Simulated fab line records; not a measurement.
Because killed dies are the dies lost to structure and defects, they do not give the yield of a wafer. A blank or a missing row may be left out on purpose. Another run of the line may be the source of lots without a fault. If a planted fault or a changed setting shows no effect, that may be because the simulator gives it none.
Chamber matching / flow n5-finfet / N5_HKMG_FIN_STRIP_90 on rie-diel-06: 4 sister chambers
The step strips SOC in N2/H2, time 20 s. 16 wafers are shown with their chamber, then 8 later ones without.

== WAFERS WITH THEIR CHAMBER ==
wafer=L074.2; chamber=0; oes-product-au (a.u.)=0.86; showerhead-plenum-p-Torr (Torr)=3.33; throttle-valve-pct (%)=19.3
wafer=L074.3; chamber=3; oes-product-au (a.u.)=0.88; showerhead-plenum-p-Torr (Torr)=3.40; throttle-valve-pct (%)=18.5
wafer=L074.4; chamber=2; oes-product-au (a.u.)=0.88; showerhead-plenum-p-Torr (Torr)=3.39; throttle-valve-pct (%)=19.0
wafer=L076.3; chamber=1; oes-product-au (a.u.)=0.70; showerhead-plenum-p-Torr (Torr)=3.45; throttle-valve-pct (%)=18.9
wafer=L076.4; chamber=0; oes-product-au (a.u.)=0.85; showerhead-plenum-p-Torr (Torr)=3.33; throttle-valve-pct (%)=19.3
wafer=L076.6; chamber=1; oes-product-au (a.u.)=0.70; showerhead-plenum-p-Torr (Torr)=3.45; throttle-valve-pct (%)=19.0
wafer=L078.1; chamber=3; oes-product-au (a.u.)=0.87; showerhead-plenum-p-Torr (Torr)=3.40; throttle-valve-pct (%)=18.5
wafer=L078.5; chamber=3; oes-product-au (a.u.)=0.86; showerhead-plenum-p-Torr (Torr)=3.40; throttle-valve-pct (%)=18.6
wafer=L078.6; chamber=0; oes-product-au (a.u.)=0.84; showerhead-plenum-p-Torr (Torr)=3.33; throttle-valve-pct (%)=19.3
wafer=L079.2; chamber=2; oes-product-au (a.u.)=0.87; showerhead-plenum-p-Torr (Torr)=3.38; throttle-valve-pct (%)=19.0
wafer=L079.4; chamber=1; oes-product-au (a.u.)=0.70; showerhead-plenum-p-Torr (Torr)=3.44; throttle-valve-pct (%)=18.9
wafer=L079.6; chamber=1; oes-product-au (a.u.)=0.70; showerhead-plenum-p-Torr (Torr)=3.44; throttle-valve-pct (%)=18.9
wafer=L081.1; chamber=1; oes-product-au (a.u.)=0.70; showerhead-plenum-p-Torr (Torr)=3.44; throttle-valve-pct (%)=19.0
wafer=L081.2; chamber=0; oes-product-au (a.u.)=0.83; showerhead-plenum-p-Torr (Torr)=3.32; throttle-valve-pct (%)=19.4
wafer=L081.5; chamber=3; oes-product-au (a.u.)=0.86; showerhead-plenum-p-Torr (Torr)=3.39; throttle-valve-pct (%)=18.6
wafer=L085.1; chamber=0; oes-product-au (a.u.)=0.82; showerhead-plenum-p-Torr (Torr)=3.32; throttle-valve-pct (%)=19.4

SIGNATURES, as means of the wafers listed above
reading=oes-product-au; chamber 0=0.8400; chamber 1=0.7000; chamber 2=0.8750; chamber 3=0.8675; scatter within a chamber=0.0105
reading=showerhead-plenum-p-Torr; chamber 0=3.3260; chamber 1=3.4440; chamber 2=3.3850; chamber 3=3.3975; scatter within a chamber=0.00552
reading=throttle-valve-pct; chamber 0=19.340; chamber 1=18.940; chamber 2=19.000; chamber 3=18.550; scatter within a chamber=0.0532
Rule: a wafer lies at a distance from a chamber equal to the root of the sum of squares, over the readings, of (its reading less the chamber's mean, divided by the reading's scatter). The wafer belongs to the nearest chamber; if the next one is less than 2 further off, it can't be placed. How the scatter is found: for the shown wafers, subtract from each reading the mean of its chamber, square and add these, divide the total by (wafers less chambers), then take the root.

== WAFERS MISSING THEIR CHAMBER ==
wafer=L085.4; oes-product-au (a.u.)=0.87; showerhead-plenum-p-Torr (Torr)=3.38; throttle-valve-pct (%)=19.0
wafer=L085.5; oes-product-au (a.u.)=0.82; showerhead-plenum-p-Torr (Torr)=3.32; throttle-valve-pct (%)=19.4
wafer=L094.1; oes-product-au (a.u.)=0.83; showerhead-plenum-p-Torr (Torr)=3.38; throttle-valve-pct (%)=18.6
wafer=L094.2; oes-product-au (a.u.)=0.84; showerhead-plenum-p-Torr (Torr)=3.36; throttle-valve-pct (%)=19.1
wafer=L094.4; oes-product-au (a.u.)=0.83; showerhead-plenum-p-Torr (Torr)=3.38; throttle-valve-pct (%)=18.6
wafer=L096.1; oes-product-au (a.u.)=0.79; showerhead-plenum-p-Torr (Torr)=3.31; throttle-valve-pct (%)=19.4
wafer=L096.2; oes-product-au (a.u.)=0.84; showerhead-plenum-p-Torr (Torr)=3.36; throttle-valve-pct (%)=19.1
wafer=L096.3; oes-product-au (a.u.)=0.82; showerhead-plenum-p-Torr (Torr)=3.37; throttle-valve-pct (%)=18.6

== THE CHAMBER EACH PASSED THROUGH ==
wafer=L085.4; from the rows above=2; in truth=2
wafer=L085.5; from the rows above=0; in truth=0
wafer=L094.1; from the rows above=3; in truth=3
wafer=L094.2; from the rows above=can't be placed: 2 or 0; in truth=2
wafer=L094.4; from the rows above=3; in truth=3
wafer=L096.1; from the rows above=0; in truth=0
wafer=L096.2; from the rows above=can't be placed: 2 or 0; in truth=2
wafer=L096.3; from the rows above=3; in truth=3
Correct placement for 6 of the 8. Can't be placed from these rows: 2 (the true chamber is among the candidates in 2). Number placed wrongly: 0.
